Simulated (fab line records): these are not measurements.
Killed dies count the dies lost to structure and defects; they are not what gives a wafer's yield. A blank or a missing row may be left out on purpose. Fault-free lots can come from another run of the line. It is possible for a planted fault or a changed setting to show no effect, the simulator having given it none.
The tool behind it: which one? | flow n5 finfet | Sampling: 11 lots, 33 wafers, 3 of 1938 route steps

## WHAT THE GAUGES SHOWED, per wafer
N5_PASSIVATION_OVL_MEAS_66.
lot  | measured     | on         | PASS_OPEN_OVL (nm)
L874 | day 11 21:21 | overlay-02 | -2 -1 -2
L875 | day 12 08:55 | overlay-02 | -6 -1 -7
L877 | day 12 14:07 | overlay-02 | 3 -1 -1
L881 | day 13 14:05 | overlay-02 | -7 -1 -12
L885 | day 14 11:11 | overlay-02 | -5 -2 -9
L887 | day 15 06:55 | overlay-02 | -8 3 2
L891 | day 16 10:59 | overlay-02 | -6 -6 -6
L892 | day 16 11:11 | overlay-01 | -7 -9 -2
L893 | day 16 21:30 | overlay-01 | -4 -5 -2
L897 | day 17 19:37 | overlay-02 | -9 -7 -5
L896 | day 17 18:43 | overlay-02 | 3 0 3

## WHAT TOOL EACH LOT RAN ON (gives the tool, then ch and the chambers of the sampled wafers, and finally the start)
lot  | N5_BEOL_M10_ETCH_41                | N5_PASSIVATION_ETCH_15
L874 | rie diel-03 ch 2,3, day 9 13:53    | rie diel-04 ch 1,2,3, day 11 21:21 or earlier
L875 | rie diel-03 ch 1,2,3, day 10 04:43 | rie diel-01 ch 0,1,2, day 12 08:55 or earlier
L877 | rie diel-03 ch 2,3, day 10 11:55   | rie diel-04 ch 0,1, day 12 14:07 or earlier
L881 | rie diel-06 ch 0,2,3, day 11 22:21 | rie diel-04 ch 0,1,2, day 13 14:05 or earlier
L885 | rie diel-03 ch 0,2,3, day 12 11:53 | rie diel-05 ch 0,1,3, day 14 11:11 or earlier
L887 | rie diel-02 ch 0,2,3, day 13 10:32 | rie diel-01 ch 0,1,2, day 15 06:55 or earlier
L891 | rie diel-06 ch 0,1,2, day 14 10:56 | rie diel-01 ch 0,2, day 16 10:59 or earlier
L892 | rie diel-06 ch 0,2,3, day 14 12:29 | rie diel-01 ch 1,3, day 16 11:11 or earlier
L893 | rie diel-03 ch 1,2,3, day 14 23:53 | rie diel-04 ch 0,2,3, day 16 21:30 or earlier
L897 | rie diel-02 ch 0,3, day 15 15:37   | rie diel-01 ch 0,1,3, day 17 19:37 or earlier
L896 | rie diel-03 ch 0,1,2, day 15 15:43 | rie diel-01 ch 0,1,2, day 17 18:43 or earlier
- N5_BEOL_M10_ETCH_41: etches SiCN in CH3F/O2, target depth 42.6 nm, time 86 s.
- N5_PASSIVATION_ETCH_15: etches SiCN in CF4/N2, target depth 75 nm, time 81.2 s.

## THE ANSWER, worked out from the rows above alone
Rule: usual is defined by the lots themselves. The widest of any qualifying gaps counts: lots, ordered by their means at a reading, are off when they make up no more than a third of the lots, leave a main group of 4 or more, and stand apart from it by 3 or more times the standard deviation of that group's means. A main group whose means are all the same, to the digits that the tables above print for the reading, isn't used. A lot without any number at a reading at which 4 lots or more have one is off too. All remaining lots with rows at the step are treated as sound.
Across all readings shown, no lot is off: no conclusion can be drawn from this.

## WHAT THE SIMULATOR HAD INSERTED
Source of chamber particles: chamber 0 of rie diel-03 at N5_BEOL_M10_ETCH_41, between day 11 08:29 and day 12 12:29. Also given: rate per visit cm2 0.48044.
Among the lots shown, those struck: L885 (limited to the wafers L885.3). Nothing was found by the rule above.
